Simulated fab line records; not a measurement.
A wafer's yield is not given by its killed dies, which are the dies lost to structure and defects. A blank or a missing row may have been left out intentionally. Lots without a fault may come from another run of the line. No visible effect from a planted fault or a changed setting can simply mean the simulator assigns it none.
One fault seen from 3 desks || flow n5_finfet || every desk sees just its own numbers, and what lay behind them comes last

## THE DEFECT DESK
Counts from the inspections along the route, per lot, as means over the sampled wafers that have a number. Any lot whose mean is over 4 standard deviations away from the usual mean is out of limits and marked OUT; that distance is given in the brackets.
Columns: A = raw_defect_count at N5_MOL_CONTACT_COAG_INSPECT_57, usual 197
{"lot": "L634", "first seen here": "day 5 01:05", "A": 274}
{"lot": "L635", "first seen here": "day 5 08:44", "A": 187}
{"lot": "L641", "first seen here": "day 6 20:21", "A": 154}
{"lot": "L646", "first seen here": "day 8 05:31", "A": 169}
{"lot": "L648", "first seen here": "day 8 15:13", "A": 182}
{"lot": "L651", "first seen here": "day 9 12:12", "A": 194}
{"lot": "L655", "first seen here": "day 10 11:54", "A": 200}
{"lot": "L656", "first seen here": "day 10 15:43", "A": 231}
{"lot": "L657", "first seen here": "day 11 00:43", "A": 324}
This desk found nothing out of limits on any of the 9 lots.

## THE TOOL OWNER'S DESK: rie_diel-01
The tool's own readings at N5_MOL_CONTACT_COAG_ETCH_91 (etches SOC in N2/H2, target depth 60 nm, overetch 21 nm, time 101.2 s): means of the sampled wafers that have a number, for each lot that ran on this tool. Any lot whose mean is over 4 standard deviations away from the usual mean is out of limits and marked OUT; that distance is given in the brackets.
Columns: A = bias_w at N5_MOL_CONTACT_COAG_ETCH_91, usual 150.1 W; B = drypump_motor_current_A at N5_MOL_CONTACT_COAG_ETCH_91, usual 5.5 A; C = oes_product_au at N5_MOL_CONTACT_COAG_ETCH_91, usual 0.67 a.u.; D = rf_fwd_power_W at N5_MOL_CONTACT_COAG_ETCH_91, usual 835.1 W; E = rf_vpp_V at N5_MOL_CONTACT_COAG_ETCH_91, usual 524.5 V; F = showerhead_plenum_p_Torr at N5_MOL_CONTACT_COAG_ETCH_91, usual 2.55 Torr; G = throttle_valve_pct at N5_MOL_CONTACT_COAG_ETCH_91, usual 17.7 %
{"lot": "L641", "first seen here": "day 6 21:01", "A": 150.4, "B": 5.5, "C": 0.61, "D": 835.3, "E": 525.9, "F": 2.60, "G": 18.0}
{"lot": "L646", "first seen here": "day 8 05:59", "A": 150.3, "B": 5.3, "C": 0.65, "D": 834.9, "E": 525.8, "F": 2.62, "G": 18.2}
{"lot": "L651", "first seen here": "day 9 12:58", "A": 150.7, "B": 5.3, "C": 0.64, "D": "767.7 (-22) OUT", "E": "543.8 (+7.4) OUT", "F": 2.65, "G": 18.2}
This desk's finding: out of limits on L651; first on L651, day 9 12:58 (rf_fwd_power_W at N5_MOL_CONTACT_COAG_ETCH_91). L641, L646 stayed within limits.

## THE METROLOGY DESK
Means of the sampled wafers that have a number, per lot and without regard to the tool the lot ran on: this is what the gauges read. Any lot whose mean is over 4 standard deviations away from the usual mean is out of limits and marked OUT; that distance is given in the brackets. Only the readings that lie furthest out on some lot appear, 7 of the 11 it has.
Columns: A = VG_OVL at N5_MOL_CONTACT_COAG_OVL_MEAS_85, usual -0.3 nm; B = DIBL_P at N5_BEOL_M4_RC_MEAS_101, usual 38 mV/V; C = IOFF_P at N5_BEOL_M4_RC_MEAS_101, usual 0.24 nA/um; D = ION_P at N5_BEOL_M4_RC_MEAS_101, usual 465 uA/um; E = SS_P at N5_BEOL_M4_RC_MEAS_101, usual 73.7 mV/dec; F = VT_N at N5_BEOL_M4_RC_MEAS_101, usual 248 mV; G = VT_P at N5_BEOL_M4_RC_MEAS_101, usual -249 mV
{"lot": "L634", "first seen here": "day 5 01:01", "A": -0.4, "B": 38, "C": 0.23, "D": 461, "E": 73.5, "F": 251, "G": -248}
{"lot": "L635", "first seen here": "day 5 08:41", "A": -0.4, "B": 39, "C": 0.24, "D": 461, "E": 73.8, "F": 251, "G": -250}
{"lot": "L641", "first seen here": "day 6 20:17", "A": -0.6, "B": 36, "C": 0.19, "D": 457, "E": 73.3, "F": 252, "G": -252}
{"lot": "L646", "first seen here": "day 8 05:28", "A": 0.4, "B": 36, "C": 0.19, "D": 450, "E": 73.2, "F": 248, "G": -253}
{"lot": "L648", "first seen here": "day 8 15:10", "A": -0.3, "B": 37, "C": 0.23, "D": 464, "E": 73.6, "F": 252, "G": -249}
{"lot": "L651", "first seen here": "day 9 12:09", "A": -0.3, "B": 37, "C": 0.21, "D": 458, "E": 73.5, "F": 250, "G": -252}
{"lot": "L655", "first seen here": "day 10 11:50", "A": -0.7, "B": 41, "C": 0.26, "D": 465, "E": 74.6, "F": 246, "G": -250}
{"lot": "L656", "first seen here": "day 10 15:40", "A": 0.5, "B": 38, "C": 0.22, "D": 463, "E": 73.9, "F": 251, "G": -251}
{"lot": "L657", "first seen here": "day 11 00:40", "A": 0.1, "B": 38, "C": 0.23, "D": 466, "E": 73.6, "F": 250, "G": -250}
This desk found nothing out of limits on any of the 9 lots.

## BROUGHT TOGETHER
At day 9 12:58, on L651, the tool owner's desk was in a position to raise an alarm.
No out-of-limits result turned up at the defect desk.
Nothing out of limits was seen by the metrology desk.
The defect desk has L651 on record, within its limits.
The metrology desk holds a record of L651, inside its limits.
Every lot named ran N5_MOL_CONTACT_COAG_ETCH_91 on rie_diel-01.

## WHAT THE SIMULATOR HAD PUT IN
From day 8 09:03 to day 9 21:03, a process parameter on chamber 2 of rie_diel-01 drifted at N5_MOL_CONTACT_COAG_ETCH_91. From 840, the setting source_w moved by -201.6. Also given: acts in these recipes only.
Struck lots among those shown: L651.
Each desk's first reading out of limits, in hours after the fault started: the tool owner's desk, 28.
